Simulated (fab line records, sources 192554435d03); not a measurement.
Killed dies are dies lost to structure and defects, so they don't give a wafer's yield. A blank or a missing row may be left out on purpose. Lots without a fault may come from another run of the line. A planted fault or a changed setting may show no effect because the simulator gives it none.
Chamber matching | flow n5_finfet | N5_BEOL_M7_ALD_77 on ald_metal-02: 4 sister chambers
The step deposits TaN, target thk 2 nm, pulse time 2 s, purge time 3 s. 16 wafers are shown with their chamber, then 8 later ones without.

WAFERS WITH THEIR CHAMBER
wafer  | chamber | heater_power_w (W)
L074.1 | 3       | 361
L074.4 | 1       | 442
L074.5 | 2       | 424
L077.1 | 2       | 432
L077.2 | 0       | 356
L077.5 | 3       | 362
L081.2 | 0       | 352
L081.3 | 2       | 432
L081.4 | 3       | 368
L083.1 | 3       | 360
L083.2 | 0       | 342
L083.3 | 1       | 445
L088.1 | 1       | 439
L088.4 | 0       | 340
L088.6 | 2       | 437
L094.1 | 2       | 435

SIGNATURES (means of the wafers above)
reading        | chamber 0 | chamber 1 | chamber 2 | chamber 3 | scatter within a chamber
heater_power_w | 347.50    | 442.00    | 432.00    | 362.75    | 5.27
Rule: a wafer's distance from a chamber is the root of the sum, over the readings, of the square of ((its reading less the chamber's mean) divided by the reading's scatter). The wafer belongs to the nearest chamber; if the next one is less than 2 further off, it can't be placed. The scatter: the root of (the sum of the squares of (reading less its chamber's mean) over the shown wafers, divided by (wafers less chambers)).

WAFERS WITHOUT THEIR CHAMBER
wafer  | heater_power_w (W)
L094.5 | 424
L094.6 | 356
L095.3 | 435
L095.4 | 444
L095.6 | 344
L097.1 | 431
L097.3 | 448
L097.5 | 365

WHICH CHAMBER EACH WENT THROUGH
wafer  | from the rows above     | in truth
L094.5 | can't be placed: 2 or 1 | 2
L094.6 | can't be placed: 3 or 0 | 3
L095.3 | can't be placed: 2 or 1 | 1
L095.4 | can't be placed: 1 or 2 | 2
L095.6 | 0                       | 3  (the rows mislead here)
L097.1 | can't be placed: 2 or 1 | 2
L097.3 | can't be placed: 1 or 2 | 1
L097.5 | 3                       | 3
Placed correctly: 1 of 8. Can't be placed from these rows: 6 (the true chamber is among the candidates in 6). Placed wrongly: 1.
